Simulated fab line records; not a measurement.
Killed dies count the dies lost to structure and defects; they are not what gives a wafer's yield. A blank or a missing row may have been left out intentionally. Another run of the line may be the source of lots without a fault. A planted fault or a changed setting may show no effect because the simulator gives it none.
Chamber matching + flow nand harc + NHARC_P_M0_DEP_32 on pecvd-02 has 3 sister chambers
The step deposits SiCN, target thk 30 nm. 6 wafers are shown with their chamber, then 11 later ones without.

== WAFERS, EACH WITH ITS CHAMBER ==
| wafer  | chamber | heater power w (W) | heater power outer w (W) |
|--------|---------|--------------------|--------------------------|
| L088.1 | 2       | 694                | 402                      |
| L086.1 | 2       | 627                | 350                      |
| L089.1 | 1       | 434                | 238                      |
| L089.2 | 0       | 694                | 417                      |
| L089.6 | 1       | 448                | 242                      |
| L091.4 | 0       | 666                | 360                      |

== WAFERS WITHOUT THEIR CHAMBER ==
| wafer  | heater power w (W) | heater power outer w (W) |
|--------|--------------------|--------------------------|
| L091.5 | 658                | 379                      |
| L091.6 | 496                | 273                      |
| L092.1 | 679                | 400                      |
| L092.2 | 668                | 390                      |
| L092.3 | 438                | 249                      |
| L093.2 | 724                | 429                      |
| L093.3 | 474                | 275                      |
| L093.6 | 466                | 275                      |
| L096.1 | 439                | 252                      |
| L096.2 | 584                | 333                      |
| L096.3 | 576                | 319                      |

== THE CHAMBER EACH PASSED THROUGH ==
| wafer  | from the rows above          | in truth |
|--------|------------------------------|----------|
| L091.5 | can't be placed: 2 or 0      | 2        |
| L091.6 | 1                            | 1        |
| L092.1 | can't be placed: 0 or 2      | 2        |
| L092.2 | can't be placed: 0 or 2      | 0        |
| L092.3 | 1                            | 1        |
| L093.2 | can't be placed: 0 or 2      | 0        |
| L093.3 | 1                            | 1        |
| L093.6 | 1                            | 1        |
| L096.1 | 1                            | 1        |
| L096.2 | can't be placed: 2 or 0      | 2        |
| L096.3 | can't be placed: 2 or 0 or 1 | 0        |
5 of 11 placed correctly. Cannot be placed on the basis of these rows: 6; the candidates contain the true chamber in 6. 0 placed wrongly.
How it was worked out, from the rows above alone: a wafer's distance from a chamber is the root of the sum, over the readings, of the square of ((its reading less the chamber's mean) divided by the reading's scatter). If the next closest chamber is less than 2 further off than the closest, the wafer can't be placed; otherwise it belongs to the closest. A chamber's mean is the mean of its shown wafers. How the scatter is found: for the shown wafers, subtract from each reading the mean of its chamber, square and add these, divide the total by (wafers less chambers), then take the root.
